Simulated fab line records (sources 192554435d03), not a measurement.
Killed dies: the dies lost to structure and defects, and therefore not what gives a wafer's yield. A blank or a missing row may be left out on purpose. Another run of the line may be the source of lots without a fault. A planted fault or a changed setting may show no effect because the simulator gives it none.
fab line records	flow n5-finfet
record lots=8	wafers=24	last-day=19
route steps=1938 shown FIN_SAQP@130 FIN_CUT@165 BEOL_M4@1111 PASSIVATION@1936
lots untouched by any fault: they come from a run of this same line in which no faults occurred
start-h: the number of hours between the record's first day and the start of the first shown wafer of the lot	wait-h: time in hours since the lot's previous step	" repeats the value in the row above	L1.1+2: a row that stands for several wafers	- value missing, or start not given	* or withheld: withheld	< > ~ a bound
route shown NAME@n: a module of which the file shows steps, and the number in the route of the first	usual: mean/standard deviation of fault-free wafers	same: alike in all rows	chamber/n: place in a boat	sites: readings site by site	_std_site: the standard deviation of these	_edge_site: outer sites' mean less inner sites'	radius-mm: for every site, how far away it sits from the centre of the wafer	mask NAME#n: copy n	behind: tool/chamber where the wafer was last shaped	hold: why the lot went on hold/how many hours it stayed there/how the hold came to an end	device: names the non-switching transistor (n, p or np)	end of line: tests of these same wafers at the route's end	where a step has no rows: the recipe by itself	killed: dies that structure and defects cost at the first sort, which is not the same as the wafer's yield	map: a wafer's dies, x killed, . not, _ none there
set.NAME: the run value of the setting; set.NAME@STEP: its run value at that earlier step	model.NAME: the simulator's own value behind a step, which no gauge read
the route's steps for a sample of lots (tables are steps, rows are wafers)
services: when a tool's chamber went out of use (start-h, in hours from the record's first day, below 0 if earlier), for how many hours, and the reason
## steps
# step N5_FIN_SAQP_ETCH_65
# recipe chemistry=CF4	target=SiO2	target-depth-a=40	ion-energy-ev=350	time-s=4.4	pressure-mtorr=10	icp-w=800	bias-w=400	cf4-flow-sccm=80
# usual drypump-motor-current-A=5.4/0.44	oes-product-au=1.011/0.019	throttle-valve-pct=21.91/0.15
# same time-s=4.4
lot.wafer	tool	chamber	start-h	wait-h	drypump-motor-current-A	oes-product-au	rf-hours-counter-h	throttle-valve-pct
L797.1	rie-si-02	2	24.69	0.1	5.8	1.044	40	21.89
L797.4	"	1	"	"	5.6	1.008	73	22.06
L797.6	"	0	"	"	4.8	1.021	-	21.67
L801.1	rie-si-02	1	49.42	0.1	5.6	0.999	73	22.05
L801.2	"	0	"	"	4.8	1.022	64	21.66
L801.4	"	3	"	"	5.4	1.017	37	22.05
L809.1	rie-si-02	3	96.22	0.1	5.4	1.018	38	22.03
L809.2	"	1	"	"	5.6	0.998	74	22.06
L809.3	"	0	"	"	4.8	1.031	65	21.67
L813.1	rie-si-05	3	119.97	0.1	5.2	1.016	102	21.73
L813.5	"	0	"	"	5.9	1.011	-	21.86
L813.6	"	3	"	"	5.2	1.013	-	21.71
L814.1	rie-si-02	3	125.74	0.1	5.4	1.020	38	22.02
L814.2	"	1	"	"	5.5	0.999	75	22.06
L814.4	"	2	"	"	5.8	1.044	42	21.88
L815.2	rie-si-03	2	131.81	0.1	5.8	1.009	10	21.86
L815.4	"	3	"	"	5.2	0.985	180	21.84
L815.5	"	1	"	"	5.1	1.021	-	21.87
L819.1	rie-si-02	1	156.31	0.1	5.6	1.001	76	22.06
L819.3	"	3	"	"	5.4	1.018	39	22.04
L819.4	"	2	"	"	5.8	1.045	43	21.87
L820.1	rie-si-05	0	162.24	0.1	5.9	1.014	118	21.85
L820.3	"	3	"	"	5.2	1.027	102	21.71
L820.6	"	1	"	"	4.7	0.982	-	21.98
# step N5_FIN_SAQP_ETCH_67
# recipe chemistry=CH3F/O2	target=SiNx	target-depth-a=300	mask-material=SOC	pressure-mtorr=30	source-w=395	bias-w=73	Ar_flow_sccm=150	CH3F_flow_sccm=30	O2_flow_sccm=20	ion-energy-ev=120
# usual O2_flow_sccm=20.01/0.056	drypump-motor-current-A=5.57/0.28	oes-product-au=0.80/0.082	rf-vpp-V=295/6.4	showerhead-plenum-p-Torr=2.04/0.057	throttle-valve-pct=16.4/0.34
lot.wafer	tool	chamber	start-h	wait-h	O2_flow_sccm	drypump-motor-current-A	oes-product-au	rf-hours-counter-h	rf-vpp-V	showerhead-plenum-p-Torr	throttle-valve-pct
L797.1	rie-diel-01	2	25.37	0.0	19.97	5.66	0.72	179	301	2.07	16.6
L797.4	"	3	"	"	19.99	5.50	0.68	-	298	1.98	16.4
L797.6	"	2	"	"	19.92	5.65	0.72	-	302	2.07	16.6
L801.1	rie-diel-03	1	50.05	0.0	19.97	5.75	0.82	70	305	2.02	16.2
L801.2	"	2	"	"	20.06	6.25	0.74	156	299	1.99	16.4
L801.4	"	0	"	"	19.95	5.31	0.71	203	298	2.08	16.8
L809.1	rie-diel-03	3	96.84	0.0	19.97	5.14	0.75	134	295	2.01	16.3
L809.2	"	2	"	"	20.03	6.32	0.73	173	301	1.99	16.4
L809.3	"	0	"	"	20.06	5.28	0.69	221	299	2.08	16.9
L813.1	rie-diel-06	0	120.59	0.0	20.02	5.90	0.85	55	293	1.94	16.0
L813.5	"	0	"	"	19.99	5.91	0.85	-	292	1.94	16.1
L813.6	"	3	"	"	20.04	5.09	0.73	-	284	2.10	16.8
L814.1	rie-diel-01	2	126.43	0.0	19.95	5.69	0.69	212	303	2.06	16.7
L814.2	"	0	"	"	19.97	5.73	0.88	39	299	2.11	15.9
L814.4	"	3	"	"	19.93	5.51	0.91	21	299	1.97	16.0
L815.2	rie-diel-01	1	132.43	0.0	20.12	5.48	0.77	158	299	2.08	16.5
L815.4	"	0	"	"	20.05	5.72	0.88	41	297	2.11	15.9
L815.5	"	0	"	"	19.98	5.71	0.88	-	297	2.11	15.9
L819.1	rie-diel-06	1	156.99	0.0	20.04	5.63	0.71	221	290	2.05	16.7
L819.3	"	3	"	"	20.00	5.13	0.71	173	283	2.09	16.8
L819.4	"	0	"	"	19.90	5.90	0.83	-	292	1.93	16.1
L820.1	rie-diel-01	3	162.86	0.0	20.03	5.50	0.88	34	298	1.96	16.0
L820.3	"	2	"	"	20.04	5.67	0.69	226	303	2.06	16.7
L820.6	"	1	"	"	19.97	5.48	0.77	-	300	2.07	16.5
# step N5_FIN_SAQP_STRIP_70
# recipe chemistry=N2/H2	power-w=500	temp-c=40	pressure-mtorr=50	rf-frequency-hz=6e+07	overash-fraction=0.3	bias-power-w=28	h2-frac=0.5	n2-flow-sccm=300	h2-flow-sccm=300
# usual bias-power-w=27.99/0.073	drypump-motor-current-A=5.58/0.28	oes-product-au=0.80/0.081	rf-vpp-V=122.1/0.91	showerhead-plenum-p-Torr=3.43/0.096	throttle-valve-pct=19.0/0.53
lot.wafer	tool	chamber	start-h	wait-h	bias-power-w	drypump-motor-current-A	oes-product-au	rf-hours-counter-h	rf-vpp-V	showerhead-plenum-p-Torr	throttle-valve-pct
L797.1	rie-diel-01	2	25.41	0.0	28.01	5.67	0.72	179	122.5	3.49	19.7
L797.4	"	3	"	"	28.01	5.51	0.69	-	121.3	3.32	19.2
L797.6	"	2	"	"	27.92	5.69	0.72	-	120.7	3.49	19.7
L801.1	rie-diel-03	1	50.09	0.0	27.95	5.78	0.83	70	119.8	3.38	18.6
L801.2	"	2	"	"	28.11	6.32	0.75	156	122.2	3.34	18.5
L801.4	"	0	"	"	28.04	5.31	0.72	203	122.7	3.43	18.7
L809.1	rie-diel-03	3	96.88	0.0	27.97	5.16	0.76	134	121.8	3.39	19.1
L809.2	"	2	"	"	27.98	6.26	0.75	173	121.2	3.33	18.5
L809.3	"	0	"	"	28.07	5.30	0.71	221	123.3	3.42	18.8
L813.1	rie-diel-06	0	120.63	0.0	27.99	5.93	0.85	55	121.8	3.27	18.3
L813.5	"	0	"	"	27.92	5.93	0.85	-	120.9	3.27	18.3
L813.6	"	3	"	"	28.00	5.13	0.72	-	121.4	3.50	19.9
L814.1	rie-diel-01	2	126.47	0.0	28.00	5.70	0.70	212	121.7	3.47	19.7
L814.2	"	0	"	"	28.06	5.73	0.88	39	122.2	3.58	18.6
L814.4	"	3	"	"	28.07	5.50	0.93	21	119.7	3.30	18.8
L815.2	rie-diel-01	1	132.47	0.0	27.90	5.50	0.76	159	122.6	3.51	19.0
L815.4	"	0	"	"	28.09	5.73	0.88	41	121.7	3.58	18.7
L815.5	"	0	"	"	27.97	5.77	0.88	-	122.6	3.58	18.6
L819.1	rie-diel-06	1	157.03	0.0	27.98	5.63	0.70	221	121.9	3.44	19.2
L819.3	"	3	"	"	28.05	5.12	0.71	173	121.5	3.50	19.9
L819.4	"	0	"	"	28.07	5.93	0.83	-	120.4	3.26	18.3
L820.1	rie-diel-01	3	162.90	0.0	28.04	5.50	0.90	34	120.9	3.30	18.9
L820.3	"	2	"	"	28.14	5.68	0.69	226	123.2	3.47	19.8
L820.6	"	1	"	"	27.94	5.50	0.76	-	123.7	3.50	19.0
# step N5_FIN_SAQP_RECESS_71
# recipe chemistry=HF/NH3	target=SiO2	target-depth-a=30	afs-cycles=1	temp-c=30	sublimation-temp-c=180	sublimation-time-s=60
# usual drypump-motor-current-A=5.6/0.55
lot.wafer	tool	chamber	start-h	wait-h	drypump-motor-current-A
L797.1	vapor-etch-01	0	25.47	0.0	6.4
L797.4	"	1	"	"	5.7
L797.6	"	1	"	"	5.7
L801.1	vapor-etch-01	1	50.15	0.0	5.7
L801.2	"	0	"	"	6.5
L801.4	"	1	"	"	5.7
L809.1	vapor-etch-02	0	97.20	0.3	5.2
L809.2	"	1	"	"	5.1
L809.3	"	0	"	"	5.2
L813.1	vapor-etch-02	1	120.69	0.0	5.0
L813.5	"	0	"	"	5.2
L813.6	"	1	"	"	5.1
L814.1	vapor-etch-02	0	126.54	0.0	5.2
L814.2	"	1	"	"	5.0
L814.4	"	1	"	"	5.0
L815.2	vapor-etch-02	1	132.53	0.0	5.0
L815.4	"	0	"	"	5.2
L815.5	"	0	"	"	5.2
L819.1	vapor-etch-01	1	157.09	0.0	5.7
L819.3	"	0	"	"	6.5
L819.4	"	1	"	"	5.7
L820.1	vapor-etch-02	0	162.97	0.0	5.2
L820.3	"	1	"	"	5.1
L820.6	"	1	"	"	5.1
# step N5_FIN_SAQP_INSPECT_40
# recipe inspect-instrument=brightfield	mode=aei
# usual raw-defect-count=247/66
lot.wafer	tool	chamber	start-h	wait-h	raw-defect-count
L797.1	defect-inspect-01	-	28.62	0.0	292
L797.4	"	-	"	"	335
L797.6	"	-	"	"	425
L801.1	defect-inspect-02	-	51.56	0.0	181
L801.2	"	-	"	"	239
L801.4	"	-	"	"	183
L809.1	defect-inspect-02	-	98.45	0.0	897
L809.2	"	-	"	"	191
L809.3	"	-	"	"	154
L813.1	defect-inspect-02	-	121.94	0.0	309
L813.5	"	-	"	"	321
L813.6	"	-	"	"	285
L814.1	defect-inspect-01	-	127.80	0.0	195
L814.2	"	-	"	"	306
L814.4	"	-	"	"	235
L815.2	defect-inspect-02	-	133.78	0.0	409
L815.4	"	-	"	"	444
L815.5	"	-	"	"	366
L819.1	defect-inspect-01	-	158.95	0.0	297
L819.3	"	-	"	"	137
L819.4	"	-	"	"	210
L820.1	defect-inspect-01	-	164.35	0.0	326
L820.3	"	-	"	"	227
L820.6	"	-	"	"	345
# step N5_FIN_CUT_INSPECT_10
# recipe mode=adi	inspect-instrument=brightfield
# usual raw-defect-count=44/13
lot.wafer	tool	chamber	start-h	wait-h	raw-defect-count
L797.1	defect-inspect-01	-	29.14	0.1	61
L797.4	"	-	"	"	79
L797.6	"	-	"	"	74
L801.1	defect-inspect-01	-	51.96	0.1	39
L801.2	"	-	"	"	37
L801.4	"	-	"	"	39
L809.1	defect-inspect-01	-	98.97	0.1	736
L809.2	"	-	"	"	30
L809.3	"	-	"	"	31
L813.1	defect-inspect-01	-	122.46	0.1	59
L813.5	"	-	"	"	67
L813.6	"	-	"	"	49
L814.1	defect-inspect-02	-	128.32	0.1	29
L814.2	"	-	"	"	49
L814.4	"	-	"	"	41
L815.2	defect-inspect-01	-	134.29	0.0	84
L815.4	"	-	"	"	79
L815.5	"	-	"	"	70
L819.1	defect-inspect-01	-	159.34	0.1	47
L819.3	"	-	"	"	21
L819.4	"	-	"	"	40
L820.1	defect-inspect-01	-	164.74	0.1	51
L820.3	"	-	"	"	48
L820.6	"	-	"	"	65
# step N5_FIN_CUT_INSPECT_17
# recipe inspect-instrument=brightfield	mode=aei
# usual raw-defect-count=252/66
lot.wafer	tool	chamber	start-h	wait-h	raw-defect-count
L797.1	defect-inspect-02	-	30.36	0.0	271
L797.4	"	-	"	"	318
L797.6	"	-	"	"	388
L801.1	defect-inspect-01	-	52.91	0.0	214
L801.2	"	-	"	"	273
L801.4	"	-	"	"	211
L809.1	defect-inspect-02	-	100.38	0.0	881
L809.2	"	-	"	"	187
L809.3	"	-	"	"	147
L813.1	defect-inspect-02	-	123.43	0.0	300
L813.5	"	-	"	"	323
L813.6	"	-	"	"	274
L814.1	defect-inspect-01	-	129.27	0.0	192
L814.2	"	-	"	"	323
L814.4	"	-	"	"	235
L815.2	defect-inspect-01	-	135.25	0.0	415
L815.4	"	-	"	"	509
L815.5	"	-	"	"	410
L819.1	defect-inspect-01	-	160.29	0.0	291
L819.3	"	-	"	"	167
L819.4	"	-	"	"	203
L820.1	defect-inspect-02	-	165.79	0.0	313
L820.3	"	-	"	"	218
L820.6	"	-	"	"	331
# step N5_BEOL_M4_RC_MEAS_101
# usual DIBL_N=36.1/1.6	DIBL_P=35.7/1.8	IOFF_N=0.159/0.027	IOFF_P=0.21/0.03	ION_N=673/10	ION_P=462/7.4	SS_N=71.4/0.56	SS_P=73.2/0.61	VT_N=249.7/3	VT_P=-250/3.1
lot.wafer	tool	chamber	start-h	wait-h	DIBL_N[mV/V]	DIBL_P[mV/V]	IOFF_N[nA/um]	IOFF_P[nA/um]	ION_N[uA/um]	ION_P[uA/um]	SS_N[mV/dec]	SS_P[mV/dec]	VT_N[mV]	VT_P[mV]
L797.1	prober-01	0	166.24	0.0	33.2	33.2	0.118	0.19	664	460	70.7	72.6	253.6	-248
L797.4	"	0	"	"	34.0	35.0	0.134	0.22	661	466	71.5	73.1	251.4	-249
L797.6	"	0	"	"	32.9	32.9	0.122	0.19	661	459	71.3	72.2	250.9	-250
L801.1	prober-02	0	185.16	0.0	37.9	37.4	0.156	0.19	664	448	71.6	73.6	252.5	-253
L801.2	"	0	"	"	36.6	35.8	0.136	0.18	662	451	71.7	73.1	253.1	-254
L801.4	"	0	"	"	39.2	38.7	0.189	0.24	678	458	72.0	73.8	248.9	-251
L809.1	prober-01	0	237.41	0.0	38.7	37.3	0.185	0.24	683	466	71.8	73.4	248.5	-250
L809.2	"	0	"	"	37.7	36.7	0.170	0.22	676	463	71.8	74.3	249.2	-248
L809.3	"	0	"	"	36.6	34.5	0.151	0.19	654	450	71.3	73.6	253.6	-251
L813.1	prober-02	0	255.59	0.0	36.1	36.2	0.161	0.22	682	473	72.0	72.8	248.9	-245
L813.5	"	0	"	"	35.4	35.9	0.151	0.22	681	466	71.7	73.7	250.4	-246
L813.6	"	0	"	"	37.2	38.5	0.198	0.26	694	471	71.3	72.9	244.0	-246
L814.1	prober-02	0	276.55	0.0	35.1	36.0	0.152	0.20	684	468	71.3	72.8	249.8	-252
L814.2	"	0	"	"	38.1	38.5	0.243	0.25	688	466	72.3	73.2	242.1	-249
L814.4	"	0	"	"	35.5	36.5	0.172	0.20	685	461	72.0	72.8	246.1	-249
L815.2	prober-01	0	281.48	0.2	35.4	35.2	0.131	0.18	675	462	70.7	72.7	249.4	-251
L815.4	"	0	"	"	38.7	38.5	0.195	0.23	679	463	71.5	74.0	246.7	-249
L815.5	"	0	"	"	39.3	38.7	0.200	0.23	686	466	71.9	74.1	248.2	-246
L820.1	prober-02	0	328.91	0.0	34.9	33.0	0.124	0.19	667	465	70.6	72.9	250.1	-249
L820.3	"	0	"	"	40.0	39.2	0.210	0.30	684	473	71.4	75.1	246.3	-246
L820.6	"	0	"	"	37.2	35.1	0.147	0.23	675	478	70.6	73.6	249.8	-248
L819.1	prober-01	0	341.71	0.0	35.2	34.8	0.156	0.22	662	460	71.1	73.1	247.2	-244
L819.3	"	0	"	"	34.7	33.7	0.139	0.20	670	468	70.9	72.1	251.6	-245
L819.4	"	0	"	"	36.7	36.9	0.201	0.26	694	482	71.0	73.1	243.3	-242
# step N5_PASSIVATION_PROBE_49
# usual defect-limited-yield=91.0/1.3	killed_at_M0_to_M3=33/10	killed_at_M4_up=14/5.6	killed-at-contacts=12/5.8	killed-at-front-end=43/11	killed-at-other=4.1/2.8	killed-dies=106/15	killed-open=70/12	killed-short=34/7.5	sort_bin_4_leakage=0.00/0.0099	sort_bin_5_function=5.3/0.88	sort_bin_6_memory=3.3/0.64	sort_bin_8_speed=0.00/0.016	sort-n-pass=1074/15	sort-yield-pct=91.0/1.3
# same gross-dies=1180	killed-at-back-side=0
lot.wafer	tool	chamber	start-h	wait-h	defect-limited-yield[%]	killed_at_M0_to_M3	killed_at_M4_up	killed-at-contacts	killed-at-front-end	killed-at-other	killed-dies	killed-open	killed-short	sort_bin_4_leakage[%]	sort_bin_5_function[%]	sort_bin_6_memory[%]	sort_bin_8_speed[%]	sort-n-pass	sort-yield-pct[%]
L801.1	prober-02	-	293.17	0.0	92.2	34	13	9	35	1	92	65	26	0	5.4	2.0	0	1088	92.2
L801.2	prober-02	-	293.22	0.1	90.8	39	16	9	42	2	108	75	32	0	5.3	3.6	0	1072	90.8
L801.4	prober-02	-	293.32	0.2	90.0	56	11	9	41	1	118	74	38	0	5.5	3.8	0	1062	90.0
L809.1	prober-01	-	340.72	0.0	79.7	47	15	11	161	5	239	82	30	0	13.0	4.8	0	941	79.7
L809.2	prober-01	-	340.77	0.1	91.4	27	19	1	49	6	102	65	37	0	4.5	3.7	0	1078	91.4
L809.3	prober-01	-	340.82	0.1	91.6	34	15	7	36	7	99	60	38	0	4.3	3.6	0	1081	91.6
L813.1	prober-01	-	367.95	0.0	94.2	26	6	12	22	2	68	39	27	0	3.7	1.8	0	1112	94.2
L813.5	prober-01	-	368.15	0.2	91.9	28	11	9	38	9	95	57	37	0	4.2	3.3	0	1085	91.9
L813.6	prober-01	-	368.20	0.3	91.2	33	16	16	32	7	104	77	27	0	4.9	3.6	0	1076	91.2
L814.1	prober-01	-	376.18	0.0	91.9	17	28	8	38	5	96	63	33	0	5.2	2.5	0	1084	91.9
L814.2	prober-01	-	376.23	0.1	91.4	19	16	12	51	3	101	66	34	0.08	4.7	3.6	0	1078	91.4
L814.4	prober-01	-	376.33	0.2	91.4	20	21	17	42	2	102	62	38	0	4.8	3.5	0	1078	91.4
L815.2	prober-01	-	381.05	0.1	90.8	50	9	8	41	0	108	75	33	0	5.3	3.4	0	1072	90.8
L815.4	prober-01	-	381.15	0.2	88.9	46	14	25	43	3	131	89	40	0	6.5	4.0	0.08	1049	88.9
L815.5	prober-01	-	381.20	0.2	90.9	41	14	14	36	2	107	65	40	0	6.2	2.7	0	1073	90.9
L820.1	prober-01	-	426.49	0.0	88.4	45	12	14	63	3	137	84	45	0	6.4	4.3	0	1043	88.4
L820.3	prober-01	-	426.59	0.1	91.1	25	9	15	56	0	105	71	32	0	5.0	3.6	0	1075	91.1
L820.6	prober-01	-	426.74	0.3	89.2	33	15	11	66	2	127	98	27	0	6.6	3.9	0	1053	89.2
L819.1	prober-01	-	449.96	0.0	91.0	40	7	18	36	5	106	65	39	0	5.3	3.1	0	1074	91.0
L819.3	prober-01	-	450.06	0.1	93.5	27	9	5	30	6	77	47	25	0	4.2	2.0	0	1103	93.5
L819.4	prober-01	-	450.11	0.2	91.8	32	12	22	28	3	97	68	27	0	4.8	3.1	0	1083	91.8
# killed by level:class
L801.1 STI_FIN_REVEAL:geometric-particle:open=14 BEOL_M0_SAQP:geometric-particle:open=8 BEOL_M2:geometric-particle:open=8 MOL_CONTACT_COAG:geometric-particle:open=7 BEOL_M0_SAQP:geometric-particle:short=7 BEOL_M1:geometric-particle:open=6 FIN_SAQP:geometric-particle:open=5 GATE_CUT:geometric-particle:short=4
L801.2 STI_FIN_REVEAL:geometric-particle:open=16 BEOL_M0_SAQP:geometric-particle:short=11 BEOL_M5:geometric-particle:open=9 BEOL_M0_SAQP:geometric-particle:open=8 MOL_CONTACT_COAG:geometric-particle:open=6 FIN_SAQP:geometric-particle:open=5 GATE_CUT:geometric-particle:short=5 BEOL_M3:geometric-particle:open=5
L801.4 BEOL_M0_SAQP:geometric-particle:short=14 BEOL_M2:geometric-particle:open=12 MOL_CONTACT_COAG:geometric-particle:open=9 BEOL_M0_SAQP:geometric-particle:open=9 STI_FIN_REVEAL:geometric-particle:open=8 FIN_SAQP:geometric-particle:open=7 FIN_SAQP:geometric-particle:short=7 BEOL_M1:geometric-particle:open=7
L809.1 FIN_SAQP:unspecified=127 BEOL_M0_SAQP:geometric-particle:open=13 FIN_SAQP:geometric-particle:open=11 MOL_CONTACT_COAG:geometric-particle:open=10 BEOL_M3:geometric-particle:open=9 BEOL_M1:geometric-particle:open=7 BEOL_M0_SAQP:geometric-particle:short=6 STI_FIN_REVEAL:geometric-particle:open=5
L809.2 BEOL_M0_SAQP:geometric-particle:short=13 STI_FIN_REVEAL:geometric-particle:open=12 FIN_SAQP:geometric-particle:short=11 FIN_SAQP:geometric-particle:open=8 BEOL_M4:geometric-particle:open=8 DUMMY_GATE:geometric-particle:open=7 BEOL_M0_SAQP:geometric-particle:open=5 BEOL_M2:geometric-particle:open=4
L809.3 BEOL_M0_SAQP:geometric-particle:open=14 BEOL_M0_SAQP:geometric-particle:short=13 FIN_SAQP:geometric-particle:short=8 BEOL_M4:geometric-particle:open=7 STI_FIN_REVEAL:geometric-particle:open=6 MOL_CONTACT_COAG:geometric-particle:open=6 FIN_SAQP:geometric-particle:open=4 DUMMY_GATE:geometric-particle:open=4
L813.1 BEOL_M1:geometric-particle:open=10 MOL_CONTACT_COAG:geometric-particle:open=9 FIN_SAQP:geometric-particle:short=8 BEOL_M0_SAQP:geometric-particle:short=4 BEOL_M2:geometric-particle:open=4 FIN_SAQP:geometric-particle:open=3 MOL_CONTACT_COAG:geometric-particle:short=3 BEOL_M0_SAQP:geometric-particle:open=3
L813.5 FIN_SAQP:geometric-particle:open=10 MOL_CONTACT_COAG:geometric-particle:open=8 BEOL_M3:geometric-particle:open=7 GATE_CUT:geometric-particle:short=6 BEOL_M2:geometric-particle:open=6 FIN_SAQP:geometric-particle:short=5 BEOL_M2:geometric-particle:short=5 BEOL_M0_SAQP:geometric-particle:short=5
L813.6 MOL_CONTACT_COAG:geometric-particle:open=14 BEOL_M3:geometric-particle:open=13 DUMMY_GATE:geometric-particle:open=10 BEOL_M1:geometric-particle:open=6 STI_FIN_REVEAL:geometric-particle:open=5 BEOL_M5:geometric-particle:open=5 BEOL_M0_SAQP:geometric-particle:short=4 BEOL_M2:geometric-particle:open=4
L814.1 BEOL_M4:geometric-particle:open=12 FIN_SAQP:geometric-particle:open=8 DUMMY_GATE:geometric-particle:open=8 FIN_SAQP:geometric-particle:short=7 MOL_CONTACT_COAG:geometric-particle:open=6 BEOL_M5:geometric-particle:open=6 BEOL_M0_SAQP:geometric-particle:short=5 BEOL_M4:geometric-particle:short=5
L814.2 STI_FIN_REVEAL:geometric-particle:open=10 BEOL_M4:geometric-particle:open=9 FIN_SAQP:geometric-particle:open=7 FIN_SAQP:geometric-particle:short=7 MOL_CONTACT_COAG:geometric-particle:open=6 DUMMY_GATE:geometric-particle:open=5 MOL_CONTACT_COAG:geometric-particle:short=5 BEOL_M3:geometric-particle:open=5
L814.4 BEOL_M4:geometric-particle:open=12 FIN_SAQP:geometric-particle:short=10 MOL_CONTACT_COAG:geometric-particle:open=10 BEOL_M2:geometric-particle:open=9 FIN_SAQP:geometric-particle:open=7 MOL_CONTACT_COAG:geometric-particle:short=6 STARTING-WAFER:geometric-particle:short=5 DUMMY_GATE:geometric-particle:short=4
L815.2 BEOL_M0_SAQP:geometric-particle:short=13 BEOL_M3:geometric-particle:open=12 STI_FIN_REVEAL:geometric-particle:open=9 BEOL_M1:geometric-particle:open=9 MOL_CONTACT_COAG:geometric-particle:open=8 FIN_SAQP:geometric-particle:open=6 BEOL_M0_SAQP:geometric-particle:open=5 BEOL_M2:geometric-particle:open=5
L815.4 MOL_CONTACT_COAG:geometric-particle:open=20 BEOL_M3:geometric-particle:open=14 FIN_SAQP:geometric-particle:open=13 FIN_SAQP:geometric-particle:short=10 BEOL_M0:geometric-particle:open=8 BEOL_M0_SAQP:geometric-particle:open=6 STARTING-WAFER:geometric-particle:short=6 MOL_CONTACT_COAG:geometric-particle:short=5
L815.5 FIN_SAQP:geometric-particle:short=12 FIN_SAQP:geometric-particle:open=11 BEOL_M1:geometric-particle:open=10 MOL_CONTACT_COAG:geometric-particle:open=8 BEOL_M0_SAQP:geometric-particle:short=7 MOL_CONTACT_COAG:geometric-particle:short=6 BEOL_M0_SAQP:geometric-particle:open=6 STARTING-WAFER:geometric-particle:open=5
L820.1 FIN_SAQP:geometric-particle:open=14 FIN_SAQP:geometric-particle:short=12 BEOL_M3:geometric-particle:open=12 STI_FIN_REVEAL:geometric-particle:open=12 BEOL_M0_SAQP:geometric-particle:open=9 MOL_CONTACT_COAG:geometric-particle:open=9 GATE_CUT:geometric-particle:open=7 BEOL_M0_SAQP:geometric-particle:short=6
L820.3 STI_FIN_REVEAL:geometric-particle:open=13 MOL_CONTACT_COAG:geometric-particle:open=11 FIN_SAQP:geometric-particle:open=10 GATE_CUT:geometric-particle:short=8 DUMMY_GATE:geometric-particle:open=7 BEOL_M3:geometric-particle:open=6 FIN_SAQP:geometric-particle:short=4 MOL_CONTACT_COAG:geometric-particle:short=4
L820.6 STI_FIN_REVEAL:geometric-particle:open=20 FIN_SAQP:geometric-particle:open=19 MOL_CONTACT_COAG:geometric-particle:open=10 BEOL_M3:geometric-particle:open=10 BEOL_M1:geometric-particle:open=8 GATE_CUT:geometric-particle:short=7 BEOL_M5:geometric-particle:open=6 BEOL_M4:geometric-particle:open=5
L819.1 BEOL_M0_SAQP:geometric-particle:short=13 MOL_CONTACT_COAG:geometric-particle:open=12 FIN_SAQP:geometric-particle:open=9 BEOL_M0_SAQP:geometric-particle:open=8 BEOL_M2:geometric-particle:open=6 MOL_CONTACT_COAG:geometric-particle:short=6 BEOL_M3:geometric-particle:open=6 FIN_SAQP:geometric-particle:short=5
L819.3 STI_FIN_REVEAL:geometric-particle:open=13 BEOL_M1:geometric-particle:open=8 BEOL_M0_SAQP:geometric-particle:open=7 FIN_SAQP:geometric-particle:short=5 MOL_CONTACT_COAG:geometric-particle:open=5 BEOL_M0_SAQP:geometric-particle:short=5 BEOL_M3:geometric-particle:short=4 BEOL_M8:geometric-particle:open=4
L819.4 MOL_CONTACT_COAG:geometric-particle:open=20 BEOL_M0_SAQP:geometric-particle:short=7 BEOL_M0_SAQP:geometric-particle:open=7 STI_FIN_REVEAL:geometric-particle:open=5 DUMMY_GATE:geometric-particle:open=5 BEOL_M3:geometric-particle:open=5 BEOL_M4:geometric-particle:open=5 FIN_SAQP:geometric-particle:short=4
## services
tool	chamber	start-h	hours	kind
rie-diel-06	-	10.35	1.0	repair
rie-diel-01	1	18.87	14.0	repair
vapor-etch-02	1	23.28	9.1	repair
rie-diel-03	-	32.33	1.6	repair
rie-diel-01	3	33.81	-	clean
rie-diel-01	3	33.81	-	consumable-replace:focus-ring
rie-diel-01	3	33.81	18.1	scheduled-down
rie-diel-01	3	33.81	18.1	vent-cycle
rie-si-05	3	35.56	8.3	repair
rie-si-03	3	58.52	6.6	repair
rie-si-02	3	67.78	4.5	repair
rie-diel-01	2	87.98	4.9	repair
rie-si-02	1	100.25	3.1	repair
rie-diel-01	3	105.08	9.1	repair
rie-diel-01	0	113.19	5.2	repair
rie-diel-06	2	113.32	8.0	repair
rie-diel-06	2	144.85	12.2	repair
## key
first-sign step=N5_FIN_SAQP_INSPECT_40	reading=raw-defect-count	direction=up	sigmas=9.9	usual=247	struck=897
effect step=N5_FIN_CUT_INSPECT_10	reading=raw-defect-count	direction=up	sigmas=54	usual=44	struck=736
effect step=N5_FIN_CUT_INSPECT_17	reading=raw-defect-count	direction=up	sigmas=9.6	usual=252	struck=881
effect step=N5_PASSIVATION_PROBE_49	reading=killed-at-front-end	direction=up	sigmas=11	usual=43	struck=161
more-kills-born-at N5_FIN_SAQP_STRIP_70@rie-diel-03=127
met-at N5_FIN_SAQP_STRIP_70
struck-lots L809
struck-wafers L809.1
not-acting-at N5_FIN_SAQP_ETCH_65,N5_FIN_SAQP_ETCH_67,N5_FIN_SAQP_RECESS_71
fault kind=chamber-particle-source	tool=rie-diel-03	chamber=3	onset-h=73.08	steps=N5_FIN_SAQP_STRIP_70	rate-per-visit-cm2=1.1119	end-h=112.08
